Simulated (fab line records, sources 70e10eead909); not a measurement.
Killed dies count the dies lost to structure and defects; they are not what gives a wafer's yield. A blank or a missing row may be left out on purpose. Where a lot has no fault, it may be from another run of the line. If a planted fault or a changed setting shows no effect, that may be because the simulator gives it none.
Matching of chambers | flow nand-harc | 3 sister chambers for NHARC_P_M0_PRE_CLEAN_31 on pecvd-04
The step time 12 s. 6 wafers are shown with their chamber, then 7 later ones without.

== WAFERS PAIRED WITH THEIR CHAMBERS ==
wafer  | chamber | heater-power-w (W)
L076.6 | 2       | 622
L084.6 | 1       | 612
L089.2 | 2       | 648
L089.4 | 1       | 668
L092.2 | 0       | 483
L092.4 | 0       | 477

== WAFERS MISSING THEIR CHAMBER ==
wafer  | heater-power-w (W)
L092.5 | 530
L094.1 | 617
L094.3 | 553
L094.5 | 475
L096.1 | 416
L096.5 | 405
L096.6 | 670

== WHICH CHAMBER EACH ONE RAN IN ==
wafer  | from the rows above          | in truth
L092.5 | 0                            | 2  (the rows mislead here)
L094.1 | can't be placed: 2 or 1      | 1
L094.3 | can't be placed: 0 or 2 or 1 | 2
L094.5 | 0                            | 0
L096.1 | 0                            | 0
L096.5 | 0                            | 0
L096.6 | can't be placed: 1 or 2      | 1
Placed correctly: 3 of 7. Can't be placed from these rows: 3 (the true chamber is among the candidates in 3). Number placed wrongly: 1.
How it was worked out, from the rows above alone: a wafer's distance from a chamber is the root of the sum, over the readings, of the square of ((its reading less the chamber's mean) divided by the reading's scatter). The wafer belongs to the nearest chamber; if the next one is less than 2 further off, it can't be placed. A chamber's mean is the mean of its shown wafers. The scatter: take each reading less its chamber's mean, square it, sum over the shown wafers, divide by the number of wafers less the number of chambers, and take the root.
